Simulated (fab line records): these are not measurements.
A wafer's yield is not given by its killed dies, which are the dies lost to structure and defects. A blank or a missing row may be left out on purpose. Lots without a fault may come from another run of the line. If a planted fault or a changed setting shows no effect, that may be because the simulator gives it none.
Which tool is to blame? :: flow n5_finfet :: 9 lots, 26 wafers sampled, at 1 step of a route of 1938

## WHAT THE GAUGES SHOWED, per wafer
N5_BEOL_M4_RC_MEAS_101. Usual: DIBL_N 35.9 mV/V, standard deviation 2.5; DIBL_P 36.0 mV/V, standard deviation 3; IOFF_N 0.16 nA/um, standard deviation 0.047; IOFF_P 0.21 nA/um, standard deviation 0.047; ION_N 671 uA/um, standard deviation 14; ION_P 460 uA/um, standard deviation 8.8; SS_N 71.5 mV/dec, standard deviation 0.73; SS_P 73.2 mV/dec, standard deviation 0.91; VT_N 250 mV, standard deviation 4.3; VT_P -251 mV, standard deviation 3.6.
lot: L108
measured: day 7 18:34
on: prober-02
DIBL_N (mV/V): 34.8 37.7 34.1
DIBL_P (mV/V): 34.4 37.2 33.6
IOFF_N (nA/um): 0.14 0.20 0.14
IOFF_P (nA/um): 0.19 0.22 0.17
ION_N (uA/um): 662 679 653
ION_P (uA/um): 453 465 444
SS_N (mV/dec): 71.0 72.4 70.5
SS_P (mV/dec): 73.3 73.2 72.7
VT_N (mV): 250 245 249
VT_P (mV): -254 -251 -256
flag: 

lot: L110
measured: day 8 14:56
on: prober-02
DIBL_N (mV/V): 39.5 36.4 35.5
DIBL_P (mV/V): 41.7 37.2 36.5
IOFF_N (nA/um): 0.27 0.17 0.18
IOFF_P (nA/um): 0.31 0.23 0.23
ION_N (uA/um): 692 671 690
ION_P (uA/um): 472 465 472
SS_N (mV/dec): 72.5 72.1 71.3
SS_P (mV/dec): 74.9 73.7 74.1
VT_N (mV): 240 247 243
VT_P (mV): -245 -248 -249
flag: 

lot: L112
measured: day 8 17:10
on: prober-02
DIBL_N (mV/V): 37.0 35.6 33.9
DIBL_P (mV/V): 37.4 35.8 33.4
IOFF_N (nA/um): 0.17 0.15 0.11
IOFF_P (nA/um): 0.22 0.20 0.16
ION_N (uA/um): 679 682 653
ION_P (uA/um): 462 463 451
SS_N (mV/dec): 72.2 72.4 71.4
SS_P (mV/dec): 73.4 72.9 72.3
VT_N (mV): 250 249 256
VT_P (mV): -252 -251 -253
flag: 

lot: L113
measured: day 8 19:20
on: prober-01
DIBL_N (mV/V): 39.6 32.6 40.8
DIBL_P (mV/V): 39.0 29.5 38.8
IOFF_N (nA/um): 0.24 0.10 0.28
IOFF_P (nA/um): 0.26 0.13 0.26
ION_N (uA/um): 707 654 684
ION_P (uA/um): 475 447 460
SS_N (mV/dec): 71.7 69.6 72.6
SS_P (mV/dec): 74.3 71.7 74.4
VT_N (mV): 241 256 243
VT_P (mV): -249 -256 -248
flag: 

lot: L123
measured: day 11 18:04
on: prober-01
DIBL_N (mV/V): 36.1 33.1 34.8
DIBL_P (mV/V): 35.7 33.1 34.8
IOFF_N (nA/um): 0.15 0.10 0.12
IOFF_P (nA/um): 0.22 0.18 0.20
ION_N (uA/um): 662 661 664
ION_P (uA/um): 457 463 469
SS_N (mV/dec): 72.0 71.2 71.0
SS_P (mV/dec): 73.1 72.2 72.6
VT_N (mV): 251 255 250
VT_P (mV): -249 -250 -250
flag: 

lot: L124
measured: day 12 02:52
on: prober-01
DIBL_N (mV/V): 37.0 38.6
DIBL_P (mV/V): 37.6 37.4
IOFF_N (nA/um): 0.17 0.19
IOFF_P (nA/um): 0.23 0.22
ION_N (uA/um): 685 686
ION_P (uA/um): 471 466
SS_N (mV/dec): 71.3 72.4
SS_P (mV/dec): 73.2 73.3
VT_N (mV): 247 246
VT_P (mV): -253 -254
flag: 

lot: L127
measured: day 12 16:28
on: prober-01
DIBL_N (mV/V): 36.5 38.0 37.2
DIBL_P (mV/V): 36.7 36.8 38.1
IOFF_N (nA/um): 0.16 0.18 0.17
IOFF_P (nA/um): 0.22 0.21 0.25
ION_N (uA/um): 681 690 676
ION_P (uA/um): 465 461 468
SS_N (mV/dec): 70.9 71.8 72.1
SS_P (mV/dec): 73.4 73.0 73.2
VT_N (mV): 250 250 250
VT_P (mV): -249 -252 -249
flag: 

lot: L128
measured: day 12 19:54
on: prober-01
DIBL_N (mV/V): 34.3 35.8 37.4
DIBL_P (mV/V): 34.8 37.5 40.5
IOFF_N (nA/um): 0.13 0.15 0.21
IOFF_P (nA/um): 0.19 0.22 0.29
ION_N (uA/um): 667 654 692
ION_P (uA/um): 460 457 473
SS_N (mV/dec): 71.5 71.7 72.7
SS_P (mV/dec): 73.0 73.7 74.5
VT_N (mV): 253 251 243
VT_P (mV): -252 -249 -244
flag: 

lot: L130
measured: day 13 12:14
on: prober-02
DIBL_N (mV/V): 35.0 34.7 32.9
DIBL_P (mV/V): 35.1 34.8 32.7
IOFF_N (nA/um): 0.13 0.15 0.10
IOFF_P (nA/um): 0.19 0.19 0.16
ION_N (uA/um): 655 681 656
ION_P (uA/um): 452 468 455
SS_N (mV/dec): 71.1 71.2 71.0
SS_P (mV/dec): 72.8 73.5 72.0
VT_N (mV): 255 251 259
VT_P (mV): -252 -250 -254
flag: 

## TOOL THAT RAN EACH LOT (tool first, then ch and the chambers of the sampled wafers, then the start)
Record: no process step prior to these readings.

## WHAT THE TOOLS THEMSELVES READ (means of the sampled wafers that have a number; where no wafer has one, the mark that the record gives instead)
The record holds no such reading with a usual standard deviation.

## THE ANSWER, worked out from the rows above alone
Rule: take the mean of a lot's wafers that have a number; if it is more than 3 standard deviations from the usual mean, the lot is off. A lot without any number at a reading at which 4 lots or more have one is off too. Where the step has rows for the other lots, those lots are counted as sound. After the gauges, taken in route order, come the tools' own readings; for these a lot's mean is taken, as printed above. The first step at which some lot is off is used, and at that step the reading that is off furthest; a lot without a number counts as furthest.
Across all readings shown, no lot is off: no conclusion can be drawn from this.

## WHAT THE SIMULATOR HAD INSERTED
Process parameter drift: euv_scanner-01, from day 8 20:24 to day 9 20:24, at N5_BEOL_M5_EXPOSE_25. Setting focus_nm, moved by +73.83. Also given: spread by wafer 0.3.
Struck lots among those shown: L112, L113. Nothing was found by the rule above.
